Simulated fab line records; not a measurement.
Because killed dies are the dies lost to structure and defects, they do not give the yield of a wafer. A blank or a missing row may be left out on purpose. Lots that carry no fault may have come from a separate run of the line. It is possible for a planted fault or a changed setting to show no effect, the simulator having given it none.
Matching of chambers -- flow n5 finfet -- N5_BEOL_M0_ETCH_128 on rie diel-01: 4 sister chambers
The step etches SiCN in CF4/N2, target depth 12 nm, overetch 5.1 nm, time 21.4 s. 16 wafers are shown with their chamber, then 8 later ones without.

== WAFERS WITH THEIR CHAMBER ==
wafer,chamber,drypump motor current A (A),throttle valve pct (%),oes product au (a.u.)
L076.2,3,5.7,15.17,0.62
L076.3,2,6.1,15.11,0.62
L076.5,1,5.9,15.48,0.48
L075.4,2,6.1,15.10,0.63
L075.5,0,5.3,15.14,0.61
L075.6,1,5.9,15.49,0.48
L078.1,1,5.9,15.51,0.48
L078.3,3,5.6,15.20,0.62
L078.4,0,5.3,15.18,0.60
L079.2,1,5.9,15.49,0.47
L079.5,2,6.1,15.14,0.61
L079.6,3,5.7,15.21,0.61
L081.3,0,5.3,15.18,0.58
L081.5,0,5.3,15.19,0.60
L081.6,3,5.7,15.21,0.61
L084.2,3,5.7,15.24,0.61

SIGNATURES, as means of the wafers listed above
reading,chamber 0,chamber 1,chamber 2,chamber 3,scatter within a chamber
drypump motor current A,5.300,5.900,6.100,5.680,0.0258
throttle valve pct,15.1725,15.4925,15.1167,15.2060,0.0211
oes product au,0.5975,0.4775,0.6200,0.6140,0.00851
Rule: a wafer lies at a distance from a chamber equal to the root of the sum of squares, over the readings, of (its reading less the chamber's mean, divided by the reading's scatter). The wafer belongs to the nearest chamber; if the next one is less than 2 further off, it can't be placed. How the scatter is found: for the shown wafers, subtract from each reading the mean of its chamber, square and add these, divide the total by (wafers less chambers), then take the root.

== WAFERS MISSING THEIR CHAMBER ==
wafer,drypump motor current A (A),throttle valve pct (%),oes product au (a.u.)
L084.3,5.9,15.52,0.47
L084.4,5.2,15.19,0.59
L094.1,5.3,15.20,0.57
L094.2,6.1,15.20,0.57
L094.3,5.7,15.28,0.57
L097.1,6.1,15.18,0.56
L097.3,5.9,15.57,0.46
L097.6,5.3,15.21,0.58

== WHICH CHAMBER EACH WENT THROUGH ==
wafer,from the rows above,in truth
L084.3,1,1
L084.4,0,0
L094.1,0,0
L094.2,2,2
L094.3,3,3
L097.1,2,2
L097.3,1,1
L097.6,0,0
Placed correctly: 8 of 8. From these rows, 0 cannot be placed. Number placed wrongly: 0.
